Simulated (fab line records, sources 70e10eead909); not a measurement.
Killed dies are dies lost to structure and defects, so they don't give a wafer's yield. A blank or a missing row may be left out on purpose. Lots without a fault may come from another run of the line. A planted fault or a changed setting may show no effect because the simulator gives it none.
Chamber matching | flow nand_harc | NHARC_A_SGD_CUT_CMP_21 on cmp-02: 4 sister chambers
The step polishes, target thk 148.19 nm. 18 wafers are shown with their chamber, then 9 later ones without.

WAFERS WITH THEIR CHAMBER
wafer  | chamber | motor_current_A (A) | time_to_endpoint_s (s)
L075.1 | 3       | 11.4                | 49
L075.2 | 2       | 9.8                 | 50
L075.4 | 1       | 11.5                | 45
L080.4 | 1       | 11.0                | 51
L080.5 | 1       | 11.6                | 52
L080.6 | 0       | 13.4                | 54
L083.1 | 1       | 10.9                | 48
L083.3 | 2       | 10.4                | 48
L083.5 | 1       | 10.7                | 46
L086.1 | 3       | 11.7                | 47
L086.5 | 0       | 13.2                | 52
L086.6 | 3       | 11.0                | 49
L088.1 | 0       | 12.8                | 50
L088.2 | 1       | 11.3                | 49
L088.4 | 3       | 10.8                | 50
L090.2 | 1       | 12.3                | 51
L090.3 | 3       | 10.9                | 51
L090.5 | 0       | 13.1                | 53

SIGNATURES (means of the wafers above)
reading            | chamber 0 | chamber 1 | chamber 2 | chamber 3 | scatter within a chamber
motor_current_A    | 13.125    | 11.329    | 10.100    | 11.160    | 0.437
time_to_endpoint_s | 52.25     | 48.86     | 49.00     | 49.20     | 2.11
Rule: a wafer's distance from a chamber is the root of the sum, over the readings, of the square of ((its reading less the chamber's mean) divided by the reading's scatter). The wafer belongs to the nearest chamber; if the next one is less than 2 further off, it can't be placed. The scatter: the root of (the sum of the squares of (reading less its chamber's mean) over the shown wafers, divided by (wafers less chambers)).

WAFERS WITHOUT THEIR CHAMBER
wafer  | motor_current_A (A) | time_to_endpoint_s (s)
L092.2 | 9.8                 | 53
L092.4 | 11.3                | 55
L092.5 | 13.1                | 55
L096.2 | 13.6                | 54
L096.4 | 10.0                | 54
L096.6 | 11.6                | 53
L096.1 | 11.0                | 51
L096.3 | 10.9                | 54
L096.5 | 10.2                | 57

WHICH CHAMBER EACH WENT THROUGH
wafer  | from the rows above               | in truth
L092.2 | can't be placed: 2 or 3 or 1      | 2
L092.4 | can't be placed: 3 or 1 or 2 or 0 | 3
L092.5 | 0                                 | 0
L096.2 | 0                                 | 0
L096.4 | can't be placed: 2 or 3 or 1      | 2
L096.6 | can't be placed: 1 or 3 or 0 or 2 | 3
L096.1 | can't be placed: 3 or 1 or 2      | 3
L096.3 | can't be placed: 3 or 1 or 2      | 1
L096.5 | can't be placed: 2 or 3 or 1      | 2
Placed correctly: 2 of 9. Can't be placed from these rows: 7 (the true chamber is among the candidates in 7). Placed wrongly: 0.
